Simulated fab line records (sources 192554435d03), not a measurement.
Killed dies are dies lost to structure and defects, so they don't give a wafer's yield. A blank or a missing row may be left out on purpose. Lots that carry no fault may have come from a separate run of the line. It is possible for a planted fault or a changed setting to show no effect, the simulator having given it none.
Chamber matching | flow n5 finfet | N5_BEOL_M9_ETCH_62 on rie diel-04 has 4 sister chambers
The step etches SOC in N2/H2, target depth 110 nm, overetch 22 nm, time 165 s. 8 wafers are shown with their chamber, then 8 later ones without.

## EACH WAFER AND ITS CHAMBER
wafer  | chamber | throttle valve pct (%) | showerhead plenum p Torr (Torr)
L081.4 | 0       | 17.94                  | 2.42
L081.5 | 2       | 18.00                  | 2.52
L087.3 | 1       | 17.81                  | 2.58
L087.5 | 3       | 17.13                  | 2.49
L090.1 | 3       | 17.13                  | 2.49
L090.2 | 0       | 17.96                  | 2.41
L090.3 | 1       | 17.83                  | 2.58
L090.4 | 2       | 18.00                  | 2.52

## WAFERS MISSING THEIR CHAMBER
wafer  | throttle valve pct (%) | showerhead plenum p Torr (Torr)
L090.5 | 17.15                  | 2.48
L090.6 | 18.03                  | 2.52
L096.1 | 17.95                  | 2.41
L096.2 | 18.01                  | 2.51
L096.6 | 17.84                  | 2.58
L097.1 | 18.03                  | 2.51
L097.3 | 17.97                  | 2.41
L097.5 | 17.15                  | 2.48

## CHAMBER TAKEN BY EACH
wafer  | from the rows above | in truth
L090.5 | 3                   | 3
L090.6 | 2                   | 2
L096.1 | 0                   | 0
L096.2 | 2                   | 2
L096.6 | 1                   | 1
L097.1 | 2                   | 2
L097.3 | 0                   | 0
L097.5 | 3                   | 3
Placed correctly: 8 of 8. Left unplaced by these rows: 0. Wrongly placed: 0.
How it was worked out, from the rows above alone: a wafer's distance from a chamber is the root of the sum, over the readings, of the square of ((its reading less the chamber's mean) divided by the reading's scatter). The wafer belongs to the nearest chamber; if the next one is less than 2 further off, it can't be placed. The mean given for a chamber averages the wafers shown for that chamber. How the scatter is found: for the shown wafers, subtract from each reading the mean of its chamber, square and add these, divide the total by (wafers less chambers), then take the root.
